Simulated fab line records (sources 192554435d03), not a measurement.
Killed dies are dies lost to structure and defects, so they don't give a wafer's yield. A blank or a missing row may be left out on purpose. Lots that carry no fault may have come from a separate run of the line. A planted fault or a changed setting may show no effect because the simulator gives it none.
Chamber matching -- flow n5 finfet -- pecvd-01 running N5_BEOL_M13_DEP_53: 3 sister chambers
The step deposits SiCN from 3MS/NH3, target thk 50 nm, time 17.8 s. 14 wafers are shown with their chamber, then 7 later ones without.

== WAFERS PAIRED WITH THEIR CHAMBERS ==
wafer,chamber,showerhead plenum p Torr (Torr),throttle valve pct (%)
L076.3,0,4.20,18.1
L076.4,1,4.12,17.3
L076.6,2,4.10,16.9
L083.1,0,4.21,17.8
L083.3,2,4.10,16.6
L083.5,0,4.20,18.0
L085.1,2,4.10,16.8
L085.4,1,4.13,17.7
L085.5,0,4.20,18.1
L088.2,0,4.21,18.2
L088.4,2,4.10,16.5
L088.6,0,4.20,18.1
L087.1,0,4.20,17.9
L087.4,0,4.20,18.0

SIGNATURES (means of the wafers above)
reading,chamber 0,chamber 1,chamber 2,scatter within a chamber
showerhead plenum p Torr,4.2025,4.1250,4.1000,0.00426
throttle valve pct,18.025,17.500,16.700,0.164
Rule: for a wafer and a chamber, the distance is found by dividing, reading by reading, the gap between the wafer's reading and the chamber's mean by the reading's scatter, squaring, summing and taking the root. The wafer belongs to the nearest chamber; if the next one is less than 2 further off, it can't be placed. The scatter is the square root of a quotient: the sum, over the shown wafers, of each reading's squared deviation from its chamber's mean, divided by wafers minus chambers.

== WAFERS MISSING THEIR CHAMBER ==
wafer,showerhead plenum p Torr (Torr),throttle valve pct (%)
L087.5,4.09,16.6
L092.3,4.13,17.8
L092.4,4.11,17.5
L092.5,4.20,18.0
L097.1,4.20,17.8
L097.2,4.13,17.4
L097.6,4.09,16.5

== EACH ONE'S CHAMBER ==
wafer,from the rows above,in truth
L087.5,2,2
L092.3,1,1
L092.4,can't be placed: 1 or 2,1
L092.5,0,0
L097.1,0,0
L097.2,1,1
L097.6,2,2
Correct placement for 6 of the 7. Not placeable from these rows: 1 (in 1, the candidates include the true chamber). Wrongly placed: 0.
